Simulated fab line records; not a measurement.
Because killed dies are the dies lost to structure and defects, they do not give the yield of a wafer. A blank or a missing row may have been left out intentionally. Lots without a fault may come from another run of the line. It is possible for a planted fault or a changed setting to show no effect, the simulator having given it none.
Chamber matching || flow nandHarc || 4 sister chambers for NHARC_A_CHANNEL_FILL_D2_ALD_25 on aldHk-01
The step deposits SiOx, target thk 60 nm, pulse time 10 s, ald cycles 600. 8 wafers are shown with their chamber, then 9 later ones without.

== EACH WAFER AND ITS CHAMBER ==
{"wafer": "L081.1", "chamber": 0, "heaterPowerW (W)": 430, "precursorPulseHeightRel": 1.023}
{"wafer": "L081.3", "chamber": 1, "heaterPowerW (W)": 408, "precursorPulseHeightRel": 0.981}
{"wafer": "L081.5", "chamber": 3, "heaterPowerW (W)": 392, "precursorPulseHeightRel": 1.005}
{"wafer": "L084.5", "chamber": 0, "heaterPowerW (W)": 426, "precursorPulseHeightRel": 1.018}
{"wafer": "L084.6", "chamber": 1, "heaterPowerW (W)": 400, "precursorPulseHeightRel": 1.018}
{"wafer": "L085.2", "chamber": 2, "heaterPowerW (W)": 414, "precursorPulseHeightRel": 1.009}
{"wafer": "L085.3", "chamber": 3, "heaterPowerW (W)": 383, "precursorPulseHeightRel": 1.022}
{"wafer": "L085.5", "chamber": 2, "heaterPowerW (W)": 401, "precursorPulseHeightRel": 1.002}

== WAFERS MISSING THEIR CHAMBER ==
{"wafer": "L086.1", "heaterPowerW (W)": 403, "precursorPulseHeightRel": 0.994}
{"wafer": "L086.3", "heaterPowerW (W)": 396, "precursorPulseHeightRel": 0.969}
{"wafer": "L086.6", "heaterPowerW (W)": 389, "precursorPulseHeightRel": 0.955}
{"wafer": "L089.2", "heaterPowerW (W)": 383, "precursorPulseHeightRel": 1.022}
{"wafer": "L089.3", "heaterPowerW (W)": 437, "precursorPulseHeightRel": 1.013}
{"wafer": "L089.4", "heaterPowerW (W)": 400, "precursorPulseHeightRel": 0.992}
{"wafer": "L091.2", "heaterPowerW (W)": 406, "precursorPulseHeightRel": 0.992}
{"wafer": "L091.5", "heaterPowerW (W)": 389, "precursorPulseHeightRel": 0.987}
{"wafer": "L091.6", "heaterPowerW (W)": 421, "precursorPulseHeightRel": 0.992}

== WHICH CHAMBER EACH WENT THROUGH ==
{"wafer": "L086.1", "from the rows above": "can't be placed: 1 or 2", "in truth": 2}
{"wafer": "L086.3", "from the rows above": "can't be placed: 1 or 2 or 3", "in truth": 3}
{"wafer": "L086.6", "from the rows above": "can't be placed: 1 or 3 or 2", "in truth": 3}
{"wafer": "L089.2", "from the rows above": 3, "in truth": 3}
{"wafer": "L089.3", "from the rows above": 0, "in truth": 0}
{"wafer": "L089.4", "from the rows above": "can't be placed: 1 or 2 or 3", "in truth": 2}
{"wafer": "L091.2", "from the rows above": "can't be placed: 1 or 2", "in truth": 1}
{"wafer": "L091.5", "from the rows above": "can't be placed: 3 or 1 or 2", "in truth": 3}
{"wafer": "L091.6", "from the rows above": "can't be placed: 0 or 2 or 1", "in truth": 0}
Correct placement for 2 of the 9. From these rows, 7 cannot be placed; in 7 the true chamber is one of the candidates. 0 placed wrongly.
How it was worked out, from the rows above alone: a wafer's distance from a chamber is the root of the sum, over the readings, of the square of ((its reading less the chamber's mean) divided by the reading's scatter). The wafer belongs to the nearest chamber; if the next one is less than 2 further off, it can't be placed. The mean given for a chamber averages the wafers shown for that chamber. The scatter: the root of (the sum of the squares of (reading less its chamber's mean) over the shown wafers, divided by (wafers less chambers)).
